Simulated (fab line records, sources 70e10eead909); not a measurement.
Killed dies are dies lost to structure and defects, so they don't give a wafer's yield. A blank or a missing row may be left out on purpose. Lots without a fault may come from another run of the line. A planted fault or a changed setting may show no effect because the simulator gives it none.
Chamber matching | flow nand_harc | NHARC_A_STAIRCASE_DEP_151 on pecvd-04: 3 sister chambers
The step deposits SiO2, target thk 3800 nm. 18 wafers are shown with their chamber, then 9 later ones without.

WAFERS WITH THEIR CHAMBER
wafer  | chamber | heater_power_w (W)
L074.1 | 1       | 740
L074.3 | 2       | 565
L074.5 | 1       | 599
L075.1 | 2       | 608
L075.2 | 1       | 746
L075.3 | 0       | 826
L076.2 | 2       | 581
L076.3 | 0       | 861
L076.6 | 2       | 500
L079.3 | 0       | 798
L079.4 | 1       | 621
L079.6 | 2       | 513
L081.1 | 1       | 680
L081.2 | 2       | 610
L081.4 | 1       | 627
L087.1 | 1       | 761
L087.5 | 1       | 609
L087.6 | 0       | 670

SIGNATURES (means of the wafers above)
reading        | chamber 0 | chamber 1 | chamber 2 | scatter within a chamber
heater_power_w | 788.75    | 672.88    | 562.83    | 65.2
Rule: a wafer's distance from a chamber is the root of the sum, over the readings, of the square of ((its reading less the chamber's mean) divided by the reading's scatter). The wafer belongs to the nearest chamber; if the next one is less than 2 further off, it can't be placed. The scatter: the root of (the sum of the squares of (reading less its chamber's mean) over the shown wafers, divided by (wafers less chambers)).

WAFERS WITHOUT THEIR CHAMBER
wafer  | heater_power_w (W)
L086.2 | 761
L086.3 | 680
L086.5 | 607
L094.1 | 758
L094.2 | 872
L094.3 | 622
L097.1 | 689
L097.4 | 716
L097.5 | 629

WHICH CHAMBER EACH WENT THROUGH
wafer  | from the rows above          | in truth
L086.2 | can't be placed: 0 or 1      | 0
L086.3 | can't be placed: 1 or 0 or 2 | 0
L086.5 | can't be placed: 2 or 1      | 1
L094.1 | can't be placed: 0 or 1      | 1
L094.2 | can't be placed: 0 or 1      | 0
L094.3 | can't be placed: 1 or 2 or 0 | 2
L097.1 | can't be placed: 1 or 0 or 2 | 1
L097.4 | can't be placed: 1 or 0 or 2 | 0
L097.5 | can't be placed: 1 or 2 or 0 | 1
Placed correctly: 0 of 9. Can't be placed from these rows: 9 (the true chamber is among the candidates in 9). Placed wrongly: 0.
